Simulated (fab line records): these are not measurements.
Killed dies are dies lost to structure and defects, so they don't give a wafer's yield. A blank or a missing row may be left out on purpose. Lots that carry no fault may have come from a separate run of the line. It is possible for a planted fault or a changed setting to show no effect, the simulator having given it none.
A lot that was struck, set against a sound lot -- flow n5 finfet -- 14 out of 1938 route steps
Sound: these wafers, L279.2, L279.5, L279.6. Wafers L289.1, L289.2, L289.4 were the ones struck. Last of all comes the cause.
Per side, at each step with rows, come the tool, then ch with its chambers, and then its first start. Under that, the readings that differ: sound wafers -- struck wafers -- difference of the means -- sigmas: that difference in standard deviations of wafers without a fault.
alike: same words and numbers on both sides, and readings whose means sit less than 2 such deviations apart. not compared: any withheld reading, any reading some wafer has no value for, any bound like >300 that may hide the same value, and any number with overlapping values for which the record gives no deviation.
A row with sigmas, a row that says differs or no value, or rows on one side alone: a step with any of these is where the two part. Numbers that don't overlap but have no deviation are shown without sigmas and don't part them. A reading missing from all wafers of one side parts the sides only when that side holds two or more wafers.

first, 6 steps without rows for these wafers: N5_BEOL_M15_EBR_06; N5_BEOL_M15_SOFTBAKE_05 (time 60 s); N5_BEOL_M15_EXPOSE_07 (exposes mask V14); N5_BEOL_M15_PEB_08 (peb time 90 s); N5_BEOL_M15_DEVELOP_09 (develop time 45 s); N5_BEOL_M15_HARDBAKE_14 (time 120 s).
N5_BEOL_M15_CD_MEAS_10 targets a cd of 360 nm.
  sound on cd sem-03 ch 0, day 15 08:02; struck on cd sem-03 ch 0, day 17 08:35
  alike: cd nm
N5_BEOL_M15_OVL_MEAS_11:
  sound on overlay-01 ch 0, day 15 08:04; struck on overlay-02 ch 0, day 17 08:37
  alike: V14_OVL
N5_BEOL_M15_INSPECT_12: inspects for defects (macro).
  sound on defect inspect-02 at day 15 08:05; struck on defect inspect-02 at day 17 08:38
  alike: raw defect count
N5_BEOL_M15_DESCUM_15: chemistry O2, time 7.9 s.
  sound on rie diel-03 ch 0,1,2, day 15 08:07; struck on rie diel-03 ch 1,2,3, day 17 08:40
  alike: drypump motor current A, oes product au, rf vpp V, showerhead plenum p Torr, temp c, throttle valve pct
  not compared: rf hours counter h
N5_BEOL_M15_ETCH_59: etches BARC in N2/H2, target depth 89 nm, overetch 26.7 nm, time 67.9 s.
  sound on rie diel-03 ch 0,1,2, day 15 08:09; struck on rie diel-03 ch 1,2,3, day 17 08:43
  alike: drypump motor current A, n2 flow sccm, oes product au, rf vpp V, showerhead plenum p Torr, throttle valve pct
  not compared: rf hours counter h
N5_BEOL_M15_VIA_ETCH_16: etches SiO2 in C4F8/O2/Ar, target depth 1792.2 nm.
  sound on rie diel-03 ch 0,1,2, day 15 08:12; struck on rie diel-03 ch 1,2,3, day 17 08:46
  alike: drypump motor current A, oes_f_703_au, oes product au, rf vpp V, showerhead plenum p Torr, throttle valve pct
N5_BEOL_M15_STRIP_63: strips in O2.
  sound on rie diel-03 ch 0,1,2, day 15 08:00; struck on rie diel-03 ch 1,2,3, day 17 09:00
reading,sound,struck,difference,sigmas
chamber pressure mTorr (mTorr),30.00 29.99 29.95,20.96 20.97 20.99,-9.01,-99 or more
  alike: drypump motor current A, oes product au, rf vpp V, showerhead plenum p Torr, temp c, throttle valve pct
  not compared: rf hours counter h
N5_BEOL_M15_STRIP_64: strips in O2.
  sound: rie diel-03 ch 0,1,2; struck: rie diel-03 ch 1,2,3
  alike: chamber pressure mTorr, drypump motor current A, oes product au, rf vpp V, showerhead plenum p Torr, temp c, throttle valve pct
  not compared: rf hours counter h

== WHERE THEY PART ==
At N5_BEOL_M15_STRIP_63 and nowhere else, as far as this record goes. Later steps at which nothing parts them and some readings are alike: N5_BEOL_M15_STRIP_64.

WHY: what had been put in by the simulator
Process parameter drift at N5_BEOL_M15_STRIP_63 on rie diel-03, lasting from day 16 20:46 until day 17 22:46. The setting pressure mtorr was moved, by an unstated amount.
